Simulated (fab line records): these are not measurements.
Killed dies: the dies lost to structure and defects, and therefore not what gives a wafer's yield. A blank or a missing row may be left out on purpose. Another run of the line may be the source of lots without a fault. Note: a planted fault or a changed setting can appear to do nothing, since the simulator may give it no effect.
Chamber matching || flow nand_harc || rie_diel-05 running NHARC_A_STAIRCASE_TRIM_220: 4 sister chambers
The step chemistry O2, time 211.2 s. 16 wafers are shown with their chamber, then 8 later ones without.

== WAFERS PAIRED WITH THEIR CHAMBERS ==
{"wafer": "L075.1", "chamber": 3, "drypump_motor_current_A (A)": 5.77, "showerhead_plenum_p_Torr (Torr)": 3.42, "oes_product_au (a.u.)": 0.989}
{"wafer": "L075.5", "chamber": 2, "drypump_motor_current_A (A)": 6.12, "showerhead_plenum_p_Torr (Torr)": 3.50, "oes_product_au (a.u.)": 1.022}
{"wafer": "L075.6", "chamber": 1, "drypump_motor_current_A (A)": 6.09, "showerhead_plenum_p_Torr (Torr)": 3.33, "oes_product_au (a.u.)": 1.010}
{"wafer": "L076.1", "chamber": 0, "drypump_motor_current_A (A)": 5.42, "showerhead_plenum_p_Torr (Torr)": 3.45, "oes_product_au (a.u.)": 0.966}
{"wafer": "L076.3", "chamber": 3, "drypump_motor_current_A (A)": 5.78, "showerhead_plenum_p_Torr (Torr)": 3.42, "oes_product_au (a.u.)": 0.986}
{"wafer": "L076.6", "chamber": 1, "drypump_motor_current_A (A)": 6.06, "showerhead_plenum_p_Torr (Torr)": 3.33, "oes_product_au (a.u.)": 1.013}
{"wafer": "L078.2", "chamber": 0, "drypump_motor_current_A (A)": 5.41, "showerhead_plenum_p_Torr (Torr)": 3.45, "oes_product_au (a.u.)": 0.969}
{"wafer": "L078.4", "chamber": 1, "drypump_motor_current_A (A)": 6.04, "showerhead_plenum_p_Torr (Torr)": 3.33, "oes_product_au (a.u.)": 1.019}
{"wafer": "L078.6", "chamber": 1, "drypump_motor_current_A (A)": 6.05, "showerhead_plenum_p_Torr (Torr)": 3.33, "oes_product_au (a.u.)": 1.004}
{"wafer": "L077.2", "chamber": 2, "drypump_motor_current_A (A)": 6.15, "showerhead_plenum_p_Torr (Torr)": 3.50, "oes_product_au (a.u.)": 1.012}
{"wafer": "L077.4", "chamber": 0, "drypump_motor_current_A (A)": 5.43, "showerhead_plenum_p_Torr (Torr)": 3.45, "oes_product_au (a.u.)": 0.965}
{"wafer": "L077.6", "chamber": 0, "drypump_motor_current_A (A)": 5.41, "showerhead_plenum_p_Torr (Torr)": 3.45, "oes_product_au (a.u.)": 0.974}
{"wafer": "L082.2", "chamber": 2, "drypump_motor_current_A (A)": 6.11, "showerhead_plenum_p_Torr (Torr)": 3.49, "oes_product_au (a.u.)": 0.997}
{"wafer": "L082.4", "chamber": 2, "drypump_motor_current_A (A)": 6.07, "showerhead_plenum_p_Torr (Torr)": 3.49, "oes_product_au (a.u.)": 0.993}
{"wafer": "L082.6", "chamber": 3, "drypump_motor_current_A (A)": 5.76, "showerhead_plenum_p_Torr (Torr)": 3.41, "oes_product_au (a.u.)": 1.003}
{"wafer": "L088.3", "chamber": 1, "drypump_motor_current_A (A)": 6.07, "showerhead_plenum_p_Torr (Torr)": 3.31, "oes_product_au (a.u.)": 1.005}

SIGNATURES (means of the wafers above)
{"reading": "drypump_motor_current_A", "chamber 0": 5.4175, "chamber 1": 6.0620, "chamber 2": 6.1125, "chamber 3": 5.7700, "scatter within a chamber": 0.0209}
{"reading": "showerhead_plenum_p_Torr", "chamber 0": 3.4500, "chamber 1": 3.3260, "chamber 2": 3.4950, "chamber 3": 3.4167, "scatter within a chamber": 0.00637}
{"reading": "oes_product_au", "chamber 0": 0.96850, "chamber 1": 1.01020, "chamber 2": 1.00600, "chamber 3": 0.99267, "scatter within a chamber": 0.00869}
Rule: a wafer lies at a distance from a chamber equal to the root of the sum of squares, over the readings, of (its reading less the chamber's mean, divided by the reading's scatter). The wafer belongs to the nearest chamber; if the next one is less than 2 further off, it can't be placed. How the scatter is found: for the shown wafers, subtract from each reading the mean of its chamber, square and add these, divide the total by (wafers less chambers), then take the root.

== WAFERS MISSING THEIR CHAMBER ==
{"wafer": "L088.4", "drypump_motor_current_A (A)": 5.42, "showerhead_plenum_p_Torr (Torr)": 3.43, "oes_product_au (a.u.)": 0.980}
{"wafer": "L088.6", "drypump_motor_current_A (A)": 5.43, "showerhead_plenum_p_Torr (Torr)": 3.43, "oes_product_au (a.u.)": 0.993}
{"wafer": "L091.1", "drypump_motor_current_A (A)": 6.09, "showerhead_plenum_p_Torr (Torr)": 3.30, "oes_product_au (a.u.)": 1.003}
{"wafer": "L091.2", "drypump_motor_current_A (A)": 6.12, "showerhead_plenum_p_Torr (Torr)": 3.47, "oes_product_au (a.u.)": 1.006}
{"wafer": "L091.3", "drypump_motor_current_A (A)": 5.78, "showerhead_plenum_p_Torr (Torr)": 3.39, "oes_product_au (a.u.)": 0.986}
{"wafer": "L095.2", "drypump_motor_current_A (A)": 6.09, "showerhead_plenum_p_Torr (Torr)": 3.46, "oes_product_au (a.u.)": 1.016}
{"wafer": "L095.3", "drypump_motor_current_A (A)": 6.07, "showerhead_plenum_p_Torr (Torr)": 3.29, "oes_product_au (a.u.)": 1.007}
{"wafer": "L095.6", "drypump_motor_current_A (A)": 5.77, "showerhead_plenum_p_Torr (Torr)": 3.38, "oes_product_au (a.u.)": 1.018}

== CHAMBER TAKEN BY EACH ==
{"wafer": "L088.4", "from the rows above": 0, "in truth": 0}
{"wafer": "L088.6", "from the rows above": 0, "in truth": 0}
{"wafer": "L091.1", "from the rows above": 1, "in truth": 1}
{"wafer": "L091.2", "from the rows above": 2, "in truth": 2}
{"wafer": "L091.3", "from the rows above": 3, "in truth": 3}
{"wafer": "L095.2", "from the rows above": 2, "in truth": 2}
{"wafer": "L095.3", "from the rows above": 1, "in truth": 1}
{"wafer": "L095.6", "from the rows above": 3, "in truth": 3}
Correctly placed: 8 of 8. Number that these rows cannot place: 0. 0 placed wrongly.
